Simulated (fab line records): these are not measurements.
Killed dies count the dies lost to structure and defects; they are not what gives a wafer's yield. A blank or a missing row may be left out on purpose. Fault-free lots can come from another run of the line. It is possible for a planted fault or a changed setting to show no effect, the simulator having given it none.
fab line records    flow nand_harc
record: lots: 6  wafers: 18  last_day: 24
route steps=1159 shown A_CONTACT@933 END@1159
lots that met no fault: taken from a fault-free run of the same line
start_h: the number of hours between the record's first day and the start of the first shown wafer of the lot    wait_h: time in hours since the lot's previous step    " repeats the value in the row above    L1.1+2: one row covering several wafers at once    - no value, or no start given    * or withheld: withheld    < > ~ a bound
route shown NAME@n: names a module that has steps shown in the file, with the first one's number in the route    usual: average and standard deviation across the fault-free wafers    same: alike in all rows    chamber/n: place in a boat    sites: the reading at each site    _std_site: the values' standard deviation    _edge_site: mean of outer sites minus mean of inner sites    radius_mm: for every site, how far away it sits from the centre of the wafer    mask NAME#n: copy n    behind: the tool/chamber that last shaped the wafer    hold: the reason the lot was held/the length of the hold in hours/how it ended    device: transistor that didn't switch, given as n, p or np    end of line: the route-end tests of the same wafers    step lacking rows: just its recipe    killed: at the first sort, the dies lost to defects and structure; wafer yield is something else    map: dies across one wafer; x = killed, . = not, _ = none there
set.NAME: setting as actually run; set.NAME@STEP: the setting as run at that earlier step    model.NAME: the simulator's own value behind a step, which no gauge read
lots at selected steps of the route; one table per step, one row per wafer
services: when a tool's chamber went out of use (start_h, in hours from the record's first day, below 0 if earlier), for how many hours, and the reason
== steps ==
step: NHARC_A_CONTACT_PEB_06
recipe: peb_temp_c: 100  peb_time_s: 65
step: NHARC_A_CONTACT_DEVELOP_07
recipe: develop_time_s: 35  dev_temp_c: 23
step: NHARC_A_CONTACT_CD_MEAS_08
recipe: target_cd_nm: 100  landing_energy_ev: 500
usual: cd_nm: 100.3/0.53
lot.wafer  tool       chamber  start_h  wait_h  cd_nm
L350.2     cd_sem-02  0        449.76   -       100.3
L350.4     "          0        "        "       100.6
L350.6     "          0        "        "       100.9
L356.1     cd_sem-03  0        469.92   -       100.4
L356.3     "          0        "        "       99.9
L356.6     "          0        "        "       100.1
L361.3     cd_sem-01  0        506.78   -       99.5
L361.4     "          0        "        "       99.4
L361.6     "          0        "        "       99.4
L363.2     cd_sem-03  0        512.08   -       100.8
L363.3     "          0        "        "       100.8
L363.5     "          0        "        "       100.1
L362.1     cd_sem-03  0        513.45   -       99.6
L362.2     "          0        "        "       99.9
L362.4     "          0        "        "       100.4
L360.2     cd_sem-01  0        515.04   -       101.6
L360.3     "          0        "        "       100.4
L360.5     "          0        "        "       101.0
step: NHARC_A_CONTACT_OVL_MEAS_09
usual: overlay_x_nm: 0.0/0.89  overlay_y_nm: 0.1/0.89
lot.wafer  tool        chamber  start_h  wait_h  overlay_x_nm  overlay_y_nm
L350.2     overlay-02  -        449.85   -       1.6           0.1
L350.4     "           -        "        "       1.8           -0.3
L350.6     "           -        "        "       1.8           0.0
L356.1     overlay-01  -        470.01   -       -0.3          0.3
L356.3     "           -        "        "       -0.5          0.8
L356.6     "           -        "        "       -0.6          0.5
L361.3     overlay-01  -        506.87   -       -0.2          -0.3
L361.4     "           -        "        "       -0.7          -0.1
L361.6     "           -        "        "       -0.6          0.5
L363.2     overlay-01  -        512.17   -       -0.8          0.4
L363.3     "           -        "        "       -0.3          -0.2
L363.5     "           -        "        "       -0.6          0.0
L362.1     overlay-02  -        513.54   -       -1.0          -0.3
L362.2     "           -        "        "       -1.1          -0.3
L362.4     "           -        "        "       -0.6          0.0
L360.2     overlay-02  -        515.13   -       0.4           0.5
L360.3     "           -        "        "       0.9           0.4
L360.5     "           -        "        "       0.5           1.0
step: NHARC_A_CONTACT_INSPECT_10
usual: raw_defect_count: 31/17
lot.wafer  tool               chamber  start_h  wait_h  raw_defect_count
L350.2     defect_inspect-02  -        449.88   0.0     51
L350.4     "                  -        "        "       41
L350.6     "                  -        "        "       42
L356.1     defect_inspect-02  -        470.04   0.0     67
L356.3     "                  -        "        "       55
L356.6     "                  -        "        "       42
L361.3     defect_inspect-02  -        506.91   0.0     79
L361.4     "                  -        "        "       61
L361.6     "                  -        "        "       65
L363.2     defect_inspect-02  -        512.20   0.0     13
L363.3     "                  -        "        "       11
L363.5     "                  -        "        "       18
L362.1     defect_inspect-01  -        513.57   0.0     21
L362.2     "                  -        "        "       17
L362.4     "                  -        "        "       18
L360.2     defect_inspect-02  -        515.17   0.0     61
L360.3     "                  -        "        "       72
L360.5     "                  -        "        "       61
step: NHARC_A_CONTACT_DESCUM_13
recipe: time_s: 3  o2_flow_sccm: 200  ar_flow_sccm: 0  bias_power_w: 0  chemistry: O2
step: NHARC_A_CONTACT_ETCH_88
recipe: target_depth_a: 390  over_etch_frac: 0.3  time_s: 65  ion_energy_ev: 80  cf4_flow_sccm: 150  ar_flow_sccm: 0  rf_w: 300  bias_w: 100  chemistry: CF4
usual: bias_w: 99.98/0.29  cf4_flow_sccm: 150.0/0.44  drypump_motor_current_A: 5.5/0.31  oes_product_au: 1.002/0.011  rf_vpp_V: 151.3/1.3  showerhead_plenum_p_Torr: 1.76/0.074  throttle_valve_pct: 13.282/0.0089
lot.wafer  tool         chamber  start_h  wait_h  bias_w  cf4_flow_sccm  drypump_motor_current_A  oes_product_au  rf_hours_counter_h  rf_vpp_V  showerhead_plenum_p_Torr  throttle_valve_pct
L350.4     rie_diel-09  3        450.04   0.1     100.16  150.8          6.1                      0.995           2                   151.0     1.80                      13.284
L350.2     "            0        "        "       99.50   149.9          4.9                      1.005           2                   150.6     1.72                      13.283
L350.6     "            2        "        "       99.88   149.3          5.6                      0.984           -                   150.8     1.68                      13.275
L356.3     rie_diel-09  1        470.21   0.1     100.26  150.6          5.6                      0.990           9                   151.0     1.75                      13.291
L356.1     "            3        "        "       100.13  149.6          6.0                      0.994           9                   150.8     1.80                      13.277
L356.6     "            1        "        "       100.30  150.5          5.6                      0.978           -                   150.3     1.75                      13.281
L361.3     rie_diel-11  3        507.22   0.2     100.39  150.0          5.7                      1.006           24                  151.5     1.72                      13.271
L361.4     "            0        "        "       100.17  150.5          5.6                      1.007           25                  148.6     1.64                      13.273
L361.6     "            3        "        "       99.95   149.9          5.7                      0.998           -                   149.6     1.72                      13.268
L363.2     rie_diel-11  1        512.41   0.1     99.43   150.3          5.0                      1.000           26                  153.3     1.82                      13.272
L363.3     "            0        "        "       99.83   150.3          5.6                      1.011           26                  149.3     1.64                      13.266
L363.5     "            2        "        "       99.63   150.2          5.8                      1.012           -                   151.0     1.85                      13.291
L362.2     rie_diel-11  0        513.72   0.1     99.91   150.6          5.6                      1.012           27                  150.2     1.64                      13.282
L362.4     "            1        "        "       100.13  149.4          5.0                      1.009           27                  150.6     1.82                      13.284
L362.1     "            2        "        "       99.99   149.5          5.8                      1.012           24                  151.1     1.85                      13.289
L360.3     rie_diel-11  0        515.35   0.1     99.64   149.9          5.6                      1.017           27                  148.6     1.64                      13.284
L360.2     "            1        "        "       99.56   150.6          5.0                      1.002           27                  153.7     1.82                      13.280
L360.5     "            0        "        "       99.79   149.3          5.6                      1.016           -                   149.6     1.64                      13.290
step: NHARC_A_CONTACT_ETCH_89
recipe: target_depth_a: 2600  over_etch_frac: 0.3  time_s: 475.3  ion_energy_ev: 200  n2_flow_sccm: 150  h2_flow_sccm: 150  ar_flow_sccm: 0  rf_w: 400  bias_w: 150  chemistry: N2/H2
step: NHARC_A_CONTACT_ETCH_30
recipe: target_depth_a: 605  time_s: 30.2  cf4_flow_sccm: 100  chf3_flow_sccm: 30  ar_flow_sccm: 0  rf_w: 500  bias_w: 200  chemistry: CF4/CHF3
step: NHARC_A_CONTACT_ETCH_31
recipe: target_depth_a: 20000  over_etch_frac: 0.3  time_s: 520  ion_energy_ev: 150  o2_flow_sccm: 400  cos_flow_sccm: 20  ar_flow_sccm: 0  rf_w: 500  bias_w: 300  chemistry: O2/COS
usual: bias_w: 300.0/0.94  chamber_pressure_mTorr: 20.000/0.019  drypump_motor_current_A: 5.5/0.32  o2_flow_sccm: 400.1/1.3  oes_product_au: 1.003/0.011  rf_vpp_V: 314.0/2.1  showerhead_plenum_p_Torr: 3.11/0.13  throttle_valve_pct: 28.329/0.0093
lot.wafer  tool         chamber  start_h  wait_h  bias_w  chamber_pressure_mTorr  drypump_motor_current_A  o2_flow_sccm  oes_product_au  rf_hours_counter_h  rf_vpp_V  showerhead_plenum_p_Torr  throttle_valve_pct
L350.4     rie_diel-09  3        -        -       298.8   20.015                  6.0                      402.1         0.990           3                   314.8     3.18                      28.317
L350.2     "            0        "        "       300.0   20.010                  5.0                      400.0         1.009           3                   313.1     3.03                      28.333
L350.6     "            1        "        "       297.5   20.051                  5.6                      399.5         0.994           -                   313.2     3.10                      28.334
L356.1     rie_diel-09  1        -        -       300.0   19.984                  5.6                      401.1         0.996           14                  312.1     3.09                      28.332
L356.3     "            2        "        "       300.0   20.006                  5.6                      399.7         0.987           12                  311.4     2.96                      28.351
L356.6     "            2        "        "       300.8   19.998                  5.6                      399.4         0.992           -                   312.8     2.96                      28.336
L361.3     rie_diel-11  2        -        -       300.2   20.047                  5.9                      400.3         1.010           23                  316.6     3.26                      28.321
L361.4     "            3        "        "       299.8   20.008                  5.6                      398.8         1.001           25                  312.5     3.04                      28.323
L361.6     "            2        "        "       301.1   19.972                  5.8                      400.2         1.019           -                   315.8     3.26                      28.337
L363.3     rie_diel-11  0        -        -       299.0   19.997                  5.6                      399.4         1.000           26                  310.5     2.88                      28.332
L363.2     "            1        "        "       300.8   20.015                  5.1                      398.7         1.000           26                  316.4     3.21                      28.320
L363.5     "            3        "        "       299.6   19.981                  5.7                      399.9         1.002           -                   313.7     3.03                      28.322
L362.1     rie_diel-11  1        -        -       299.7   20.010                  5.1                      401.3         1.008           27                  314.5     3.21                      28.338
L362.4     "            2        "        "       301.0   19.997                  5.9                      400.7         1.001           24                  316.0     3.26                      28.319
L362.2     "            3        "        "       300.8   20.010                  5.7                      400.7         0.998           26                  311.9     3.03                      28.334
L360.3     rie_diel-11  1        -        -       300.6   19.961                  5.0                      401.7         1.014           27                  314.2     3.21                      28.325
L360.2     "            2        "        "       299.1   19.985                  5.8                      401.1         1.022           24                  315.6     3.26                      28.328
L360.5     "            1        "        "       299.1   20.021                  5.0                      402.3         1.019           -                   315.1     3.21                      28.323
step: NHARC_A_CONTACT_ETCH_134
recipe: source_w: withheld  pressure_mtorr: 20  bias_v: withheld  time_s: 140  target_depth_a: 7000  ar_flow_sccm: withheld  c4f8_flow_sccm: withheld  o2_flow_sccm: withheld  chemistry: C4F8/O2/Ar
usual: chamber_pressure_mTorr: 19.999/0.02  oes_air_line_au: 0.996/0.016
lot.wafer  tool             chamber  start_h  wait_h  chamber_pressure_mTorr  oes_air_line_au  rf_hours_counter_h
L350.2     har_cap_etch-03  1        450.93   -       19.975                  0.991            95
L350.4     "                0        "        "       19.973                  1.010            -
L350.6     "                0        "        "       19.989                  1.014            -
L356.1     har_cap_etch-01  0        474.62   -       19.982                  0.962            75
L356.3     "                0        "        "       19.999                  1.008            -
L356.6     "                1        "        "       19.999                  1.021            -
L361.3     har_cap_etch-03  0        508.51   -       19.978                  1.015            -
L361.4     "                1        "        "       19.979                  1.008            -
L361.6     "                1        "        "       20.001                  0.978            -
L363.2     har_cap_etch-02  1        513.46   -       20.036                  0.975            34
L363.3     "                1        "        "       19.980                  0.972            -
L363.5     "                1        "        "       20.000                  0.976            -
L362.2     har_cap_etch-01  1        514.67   -       19.982                  0.974            82
L362.1     "                0        "        "       20.010                  0.991            82
L362.4     "                0        "        "       20.012                  0.989            -
L360.2     har_cap_etch-03  0        516.32   -       20.016                  1.006            108
L360.3     "                1        "        "       20.016                  0.990            -
L360.5     "                1        "        "       19.987                  0.993            -
step: NHARC_A_CONTACT_ETCH_135
recipe: source_w: withheld  pressure_mtorr: 20  bias_v: 3000  time_s: 132  target_depth_a: 12870  ar_flow_sccm: withheld  c4f8_flow_sccm: withheld  o2_flow_sccm: withheld  chemistry: C4F8/O2/Ar
usual: chamber_pressure_mTorr: 20.000/0.019  oes_air_line_au: 0.999/0.022
lot.wafer  tool             chamber  start_h  wait_h  chamber_pressure_mTorr  oes_air_line_au  rf_hours_counter_h
L350.2     har_cap_etch-03  1        451.13   0.2     19.980                  1.020            95
L350.4     "                0        "        "       19.996                  0.966            -
L350.6     "                0        "        "       20.006                  0.975            -
L356.1     har_cap_etch-01  0        474.81   0.2     20.022                  0.997            75
L356.3     "                0        "        "       20.003                  1.000            -
L356.6     "                1        "        "       19.994                  0.988            -
L361.3     har_cap_etch-03  0        508.68   0.1     19.988                  1.011            -
L361.4     "                1        "        "       19.980                  0.985            -
L361.6     "                1        "        "       19.991                  1.019            -
L363.2     har_cap_etch-02  1        513.65   0.2     19.990                  1.002            34
L363.3     "                1        "        "       20.015                  0.970            -
L363.5     "                1        "        "       19.999                  0.999            -
L362.2     har_cap_etch-01  1        514.87   0.2     19.956                  1.002            82
L362.1     "                0        "        "       20.023                  0.965            82
L362.4     "                0        "        "       20.002                  1.023            -
L360.2     har_cap_etch-03  0        516.51   0.2     20.004                  0.929            108
L360.3     "                1        "        "       20.032                  0.978            -
L360.5     "                1        "        "       19.989                  0.960            -
step: NHARC_A_CONTACT_ETCH_136
recipe: source_w: withheld  pressure_mtorr: 20  bias_v: 3000  time_s: 132  target_depth_a: 12870  ar_flow_sccm: withheld  c4f8_flow_sccm: withheld  o2_flow_sccm: withheld  chemistry: C4F8/O2/Ar
usual: chamber_pressure_mTorr: 19.999/0.016  oes_air_line_au: 1.001/0.022
lot.wafer  tool             chamber  start_h  wait_h  chamber_pressure_mTorr  oes_air_line_au  rf_hours_counter_h
L350.2     har_cap_etch-03  1        451.26   0.1     20.005                  1.028            95
L350.4     "                0        "        "       19.999                  1.014            -
L350.6     "                0        "        "       20.003                  0.995            -
L356.1     har_cap_etch-01  0        474.93   0.1     20.003                  1.003            75
L356.3     "                0        "        "       20.002                  1.030            -
L356.6     "                1        "        "       20.015                  0.978            -
L361.3     har_cap_etch-03  0        508.80   0.1     -                       -                -
L361.4     "                1        "        "       -                       -                -
L361.6     "                1        "        "       -                       -                -
L363.2     har_cap_etch-02  1        513.77   0.1     20.021                  1.023            34
L363.3     "                1        "        "       20.003                  1.033            -
L363.5     "                1        "        "       19.997                  1.041            -
L362.2     har_cap_etch-01  1        514.99   0.1     19.976                  1.040            82
L362.1     "                0        "        "       19.987                  0.988            82
L362.4     "                0        "        "       20.011                  1.005            -
L360.2     har_cap_etch-03  0        516.63   0.1     -                       -                -
L360.3     "                1        "        "       -                       -                -
L360.5     "                1        "        "       -                       -                -
step: NHARC_A_CONTACT_ETCH_137
recipe: source_w: withheld  pressure_mtorr: 20  bias_v: 3000  time_s: 132  target_depth_a: 12870  ar_flow_sccm: withheld  c4f8_flow_sccm: withheld  o2_flow_sccm: withheld  chemistry: C4F8/O2/Ar
usual: chamber_pressure_mTorr: 19.999/0.021  oes_air_line_au: 1.003/0.021
lot.wafer  tool             chamber  start_h  wait_h  chamber_pressure_mTorr  oes_air_line_au  rf_hours_counter_h
L350.2     har_cap_etch-03  1        451.38   0.1     19.982                  1.019            95
L350.4     "                0        "        "       20.000                  0.991            -
L350.6     "                0        "        "       19.994                  1.029            -
L356.1     har_cap_etch-01  0        475.05   0.1     19.984                  0.987            75
L356.3     "                0        "        "       19.992                  1.001            -
L356.6     "                1        "        "       19.962                  0.954            -
L361.3     har_cap_etch-03  0        508.93   0.1     19.992                  1.020            -
L361.4     "                1        "        "       19.997                  0.976            -
L361.6     "                1        "        "       20.018                  0.999            -
L363.2     har_cap_etch-02  1        513.89   0.1     19.982                  0.975            34
L363.3     "                1        "        "       19.990                  0.973            -
L363.5     "                1        "        "       19.982                  0.997            -
L362.2     har_cap_etch-01  1        515.12   0.1     20.019                  1.042            82
L362.1     "                0        "        "       19.989                  0.979            82
L362.4     "                0        "        "       20.000                  1.021            -
L360.2     har_cap_etch-03  0        516.75   0.1     20.004                  1.010            108
L360.3     "                1        "        "       19.992                  1.038            -
L360.5     "                1        "        "       20.004                  1.041            -
step: NHARC_END_SORT_01
recipe: temp_c: 25
usual: killed_at_array: 29/13  killed_at_other: 0.7/1  killed_at_periphery: 3.2/2.3  killed_dies: 33/13  killed_open: 3.3/1.7  killed_short: 2.0/1.5
same: gross_dies: 677
lot.wafer  tool       chamber  start_h  wait_h  hold                    killed_at_array  killed_at_other  killed_at_periphery  killed_dies  killed_open  killed_short
L350.2     prober-02  0        506.42   2.8     -                       54               0                1                    55           3            4
L350.4     prober-02  0        508.00   3.4     -                       40               1                3                    44           3            5
L350.6     prober-02  0        509.58   3.9     -                       39               1                3                    43           3            10
L356.1     prober-02  0        529.72   2.5     -                       45               0                1                    46           2            1
L356.3     prober-02  0        531.32   3.1     -                       45               1                4                    50           3            2
L356.6     prober-02  0        533.72   4.0     -                       36               2                2                    40           2            1
L363.2     prober-01  0        565.31   2.8     -                       14               1                9                    24           1            1
L363.3     prober-01  0        566.11   3.1     -                       20               2                3                    25           6            3
L363.5     prober-01  0        567.69   3.7     -                       17               0                1                    18           1            3
L361.3     prober-02  0        566.10   3.1     await_dispo/5.1h/scrap  674              2                1                    677          3            3
L361.4     prober-02  0        566.90   3.4     await_dispo/5.1h/scrap  672              1                4                    677          2            3
L361.6     prober-02  0        568.49   4.0     await_dispo/5.1h/scrap  666              4                7                    677          7            4
L362.1     prober-02  0        572.25   2.5     -                       21               1                5                    27           6            4
L362.2     prober-02  0        573.05   2.8     -                       19               0                3                    22           6            2
L362.4     prober-02  0        574.65   3.4     -                       22               0                1                    23           1            3
L360.2     prober-01  0        573.07   2.8     await_dispo/2.7h/scrap  676              0                1                    677          5            2
L360.3     prober-01  0        573.88   3.1     await_dispo/2.7h/scrap  672              0                5                    677          3            2
L360.5     prober-01  0        575.48   3.7     await_dispo/2.7h/scrap  676              0                1                    677          4            0
killed by level:class
L350.2 A_CHANNEL_HOLE_D1:chamber_film_flake=16 A_SLIT:chamber_film_flake=15 A_STAIRCASE:chamber_film_flake=8 A_CONTACT:chamber_film_flake=6 A_CHANNEL_FILL_D1:geometric_particle:open=2 A_CHANNEL_FILL_D1:geometric_particle:short=1 A_WL_FILL:geometric_particle:short=1 A_CONTACT:geometric_particle:short=1
L350.4 A_CHANNEL_HOLE_D1:chamber_film_flake=16 A_SLIT:chamber_film_flake=13 A_CONTACT:chamber_film_flake=4 A_CHANNEL_FILL_D1:geometric_particle:short=2 P_M1:geometric_particle:open=1 A_CHANNEL_FILL_D1:geometric_particle:open=1 A_SGD_CUT:geometric_particle:short=1 A_M0:geometric_particle:short=1
L350.6 A_CHANNEL_HOLE_D1:chamber_film_flake=15 A_SLIT:chamber_film_flake=10 A_ONON_D1:geometric_particle:short=2 A_CHANNEL_FILL_D1:geometric_particle:short=2 A_ZERO_WELL:chamber_film_flake=2 P_CONTACT:geometric_particle:short=1 P_M0:geometric_particle:short=1 P_M0:geometric_particle:open=1
L356.1 A_CHANNEL_HOLE_D1:chamber_film_flake=24 A_SLIT:chamber_film_flake=12 A_CONTACT:chamber_film_flake=3 A_SGD_CUT:chamber_film_flake=2 A_SOURCE_PLATE:geometric_particle:short=1 A_BLC:geometric_particle:open=1 A_M0:geometric_particle:open=1 P_STI:chamber_film_flake=1
L356.3 A_CHANNEL_HOLE_D1:chamber_film_flake=19 A_SLIT:chamber_film_flake=19 A_CONTACT:chamber_film_flake=3 P_M0:geometric_particle:open=2 A_CHANNEL_FILL_D1:geometric_particle:short=2 P_STI:chamber_film_flake=2 A_CHANNEL_FILL_D1:geometric_particle:open=1 A_SGD_CUT:chamber_film_flake=1
L356.6 A_SLIT:chamber_film_flake=16 A_CHANNEL_HOLE_D1:chamber_film_flake=14 A_SGD_CUT:chamber_film_flake=2 A_CONTACT:chamber_film_flake=2 A_CHANNEL_FILL_D1:geometric_particle:open=1 A_CONTACT:geometric_particle:open=1 P_STI:chamber_film_flake=1 P_GATE:chamber_film_flake=1
L363.2 P_M0:chamber_film_flake=6 A_WL_FILL:chamber_film_flake=5 A_CHANNEL_HOLE_D1:chamber_film_flake=4 P_ZERO_WELL:chamber_film_flake=2 A_CONTACT:chamber_film_flake=2 A_WL_FILL:geometric_particle:short=1 A_WL_FILL:geometric_particle:open=1 P_GATE:chamber_film_flake=1
L361.3 A_CONTACT:area_etch=605 A_CHANNEL_HOLE_D1:chamber_film_flake=28 A_SLIT:chamber_film_flake=25 A_CONTACT:chamber_film_flake=3 A_M1:chamber_film_flake=3 A_M0:geometric_particle:open=2 A_BLC:chamber_film_flake=2 A_STAIRCASE:chamber_film_flake=2
L363.3 A_CHANNEL_HOLE_D1:chamber_film_flake=9 A_M0:geometric_particle:open=2 P_M2:geometric_particle:open=1 A_ONON_D1:geometric_particle:open=1 A_WL_FILL:geometric_particle:short=1 A_CONTACT:geometric_particle:short=1 A_CONTACT:geometric_particle:open=1 A_BLC:geometric_particle:open=1
L361.4 A_CONTACT:area_etch=623 A_CHANNEL_HOLE_D1:chamber_film_flake=20 A_SLIT:chamber_film_flake=17 A_CONTACT:chamber_film_flake=3 A_BLC:chamber_film_flake=3 P_M0:chamber_film_flake=2 A_STAIRCASE:chamber_film_flake=2 P_GATE:geometric_particle:short=1
L363.5 A_CHANNEL_HOLE_D1:chamber_film_flake=5 A_CHANNEL_FILL_D1:geometric_particle:short=2 A_STAIRCASE:chamber_film_flake=2 A_SLIT:chamber_film_flake=2 A_WL_FILL:chamber_film_flake=2 A_STAIRCASE:geometric_particle:open=1 A_WL_FILL:geometric_particle:short=1 P_ZERO_WELL:chamber_film_flake=1
L361.6 A_CONTACT:area_etch=606 A_SLIT:chamber_film_flake=23 A_CHANNEL_HOLE_D1:chamber_film_flake=20 A_BLC:chamber_film_flake=4 THIN_TSV:chamber_film_flake=4 A_WL_FILL:geometric_particle:short=3 P_M0:chamber_film_flake=3 A_CONTACT:chamber_film_flake=3
L362.1 A_CHANNEL_HOLE_D1:chamber_film_flake=6 A_STAIRCASE:chamber_film_flake=3 A_WL_FILL:chamber_film_flake=2 P_STI:geometric_particle:open=1 P_CONTACT:geometric_particle:open=1 P_M1:geometric_particle:short=1 A_SOURCE_PLATE:geometric_particle:short=1 A_ONON_D1:geometric_particle:open=1
L362.2 A_CHANNEL_HOLE_D1:chamber_film_flake=8 A_CHANNEL_HOLE_D1:geometric_particle:open=2 A_CONTACT:geometric_particle:open=2 P_STI:chamber_film_flake=2 A_CONTACT:chamber_film_flake=2 A_SOURCE_PLATE:geometric_particle:open=1 A_CHANNEL_FILL_D1:geometric_particle:open=1 A_WL_FILL:geometric_particle:short=1
L360.2 A_CONTACT:area_etch=616 A_CHANNEL_HOLE_D1:chamber_film_flake=22 A_CONTACT:chamber_film_flake=14 A_SLIT:chamber_film_flake=13 A_WL_FILL:geometric_particle:short=2 A_CONTACT:geometric_particle:open=2 A_STAIRCASE:chamber_film_flake=2 A_CHANNEL_HOLE_D1:geometric_particle:open=1
L360.3 A_CONTACT:area_etch=617 A_SLIT:chamber_film_flake=23 A_CHANNEL_HOLE_D1:chamber_film_flake=13 A_CONTACT:chamber_film_flake=11 P_CONTACT:geometric_particle:short=2 P_GATE:chamber_film_flake=2 A_STAIRCASE:chamber_film_flake=2 A_ONON_D1:geometric_particle:open=1
L362.4 A_CHANNEL_HOLE_D1:chamber_film_flake=11 A_CONTACT:chamber_film_flake=3 A_STAIRCASE:chamber_film_flake=2 P_M0:geometric_particle:short=1 A_CHANNEL_FILL_D1:geometric_particle:open=1 A_SGD_CUT:geometric_particle:short=1 A_CONTACT:geometric_particle:short=1 A_M1:chamber_film_flake=1
L360.5 A_CONTACT:area_etch=621 A_CHANNEL_HOLE_D1:chamber_film_flake=23 A_CONTACT:chamber_film_flake=13 A_SLIT:chamber_film_flake=11 A_M0:geometric_particle:open=2 A_CHANNEL_FILL_D1:geometric_particle:open=1 A_WL_FILL:geometric_particle:open=1 P_GATE:chamber_film_flake=1
map L360.2 (x killed, . not)
____________x____________
_________xxxxxxx_________
_______xxxxxxxxxxx_______
______xxxxxxxxxxxxx______
_____xxxxxxxxxxxxxxx_____
____xxxxxxxxxxxxxxxxx____
____xxxxxxxxxxxxxxxxx____
___xxxxxxxxxxxxxxxxxxx___
___xxxxxxxxxxxxxxxxxxx___
__xxxxxxxxxxxxxxxxxxxxx__
__xxxxxxxxxxxxxxxxxxxxx__
_xxxxxxxxxxxxxxxxxxxxxxx_
_xxxxxxxxxxxxxxxxxxxxxxx_
_xxxxxxxxxxxxxxxxxxxxxxx_
_xxxxxxxxxxxxxxxxxxxxxxx_
_xxxxxxxxxxxxxxxxxxxxxxx_
xxxxxxxxxxxxxxxxxxxxxxxxx
xxxxxxxxxxxxxxxxxxxxxxxxx
xxxxxxxxxxxxxxxxxxxxxxxxx
xxxxxxxxxxxxxxxxxxxxxxxxx
xxxxxxxxxxxxxxxxxxxxxxxxx
_xxxxxxxxxxxxxxxxxxxxxxx_
_xxxxxxxxxxxxxxxxxxxxxxx_
_xxxxxxxxxxxxxxxxxxxxxxx_
_xxxxxxxxxxxxxxxxxxxxxxx_
_xxxxxxxxxxxxxxxxxxxxxxx_
__xxxxxxxxxxxxxxxxxxxxx__
__xxxxxxxxxxxxxxxxxxxxx__
___xxxxxxxxxxxxxxxxxxx___
___xxxxxxxxxxxxxxxxxxx___
____xxxxxxxxxxxxxxxxx____
____xxxxxxxxxxxxxxxxx____
_____xxxxxxxxxxxxxxx_____
______xxxxxxxxxxxxx______
_______xxxxxxxxxxx_______
_________xxxxxxx_________
____________x____________
map L361.3 (x killed, . not)
____________x____________
_________xxxxxxx_________
_______xxxxxxxxxxx_______
______xxxxxxxxxxxxx______
_____xxxxxxxxxxxxxxx_____
____xxxxxxxxxxxxxxxxx____
____xxxxxxxxxxxxxxxxx____
___xxxxxxxxxxxxxxxxxxx___
___xxxxxxxxxxxxxxxxxxx___
__xxxxxxxxxxxxxxxxxxxxx__
__xxxxxxxxxxxxxxxxxxxxx__
_xxxxxxxxxxxxxxxxxxxxxxx_
_xxxxxxxxxxxxxxxxxxxxxxx_
_xxxxxxxxxxxxxxxxxxxxxxx_
_xxxxxxxxxxxxxxxxxxxxxxx_
_xxxxxxxxxxxxxxxxxxxxxxx_
xxxxxxxxxxxxxxxxxxxxxxxxx
xxxxxxxxxxxxxxxxxxxxxxxxx
xxxxxxxxxxxxxxxxxxxxxxxxx
xxxxxxxxxxxxxxxxxxxxxxxxx
xxxxxxxxxxxxxxxxxxxxxxxxx
_xxxxxxxxxxxxxxxxxxxxxxx_
_xxxxxxxxxxxxxxxxxxxxxxx_
_xxxxxxxxxxxxxxxxxxxxxxx_
_xxxxxxxxxxxxxxxxxxxxxxx_
_xxxxxxxxxxxxxxxxxxxxxxx_
__xxxxxxxxxxxxxxxxxxxxx__
__xxxxxxxxxxxxxxxxxxxxx__
___xxxxxxxxxxxxxxxxxxx___
___xxxxxxxxxxxxxxxxxxx___
____xxxxxxxxxxxxxxxxx____
____xxxxxxxxxxxxxxxxx____
_____xxxxxxxxxxxxxxx_____
______xxxxxxxxxxxxx______
_______xxxxxxxxxxx_______
_________xxxxxxx_________
____________x____________
== services ==
tool         chamber  start_h  hours  kind
rie_diel-09  -        432.00   9.0    pm
rie_diel-09  0        432.00   9.0    vent_cycle
rie_diel-09  1        432.00   9.0    vent_cycle
rie_diel-09  2        432.00   9.0    vent_cycle
rie_diel-09  3        432.00   9.0    vent_cycle
rie_diel-09  0        441.00   -      clean
rie_diel-09  1        441.00   -      clean
rie_diel-09  2        441.00   -      clean
rie_diel-09  3        441.00   -      clean
rie_diel-11  0        449.69   -      clean
rie_diel-11  1        449.69   -      clean
rie_diel-11  2        449.69   -      clean
rie_diel-11  3        449.69   -      clean
rie_diel-09  0        468.52   4.2    repair
rie_diel-11  0        474.19   -      clean
rie_diel-11  1        474.19   -      clean
rie_diel-11  2        474.19   -      clean
rie_diel-11  3        474.19   -      clean
rie_diel-11  0        495.03   1.5    repair
rie_diel-11  0        498.69   -      clean
rie_diel-11  1        498.69   -      clean
rie_diel-11  2        498.69   -      clean
rie_diel-11  3        498.69   -      clean
rie_diel-09  0        513.05   5.8    repair
== key ==
first_sign: step: NHARC_A_CONTACT_ETCH_136  reading: tool_record  direction: missing
effect: step: NHARC_END_SORT_01  reading: killed_at_array  direction: up  sigmas: 50  usual: 29  struck: 673
more_kills_born_at: NHARC_A_CONTACT_ETCH_136@har_cap_etch-03: 3688
met_at NHARC_A_CONTACT_ETCH_136
struck_wafers L360.2,L360.3,L360.5,L361.3,L361.4,L361.6
later_rows_left_out L360.2,L360.3,L360.5,L361.3,L361.4,L361.6
tester_left_out L360,L361
onset_between 451.26 508.80
fault: kind: skipped_step_whole  tool: har_cap_etch-03  chamber: -  onset_h: 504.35  steps: NHARC_A_CONTACT_ETCH_136  scope: struck_lots_only
tester_left_out: of these lots the tester's yield and bins aren't shown, on N5 and GAA mostly nor the transistor test; their killed dies are dies lost to structure and defects alone, not to doping, threshold or leakage, so they don't give the yield
later_rows_left_out: the simulator's readings of these wafers behind a module that went badly wrong aren't trusted and aren't shown, but for the sort
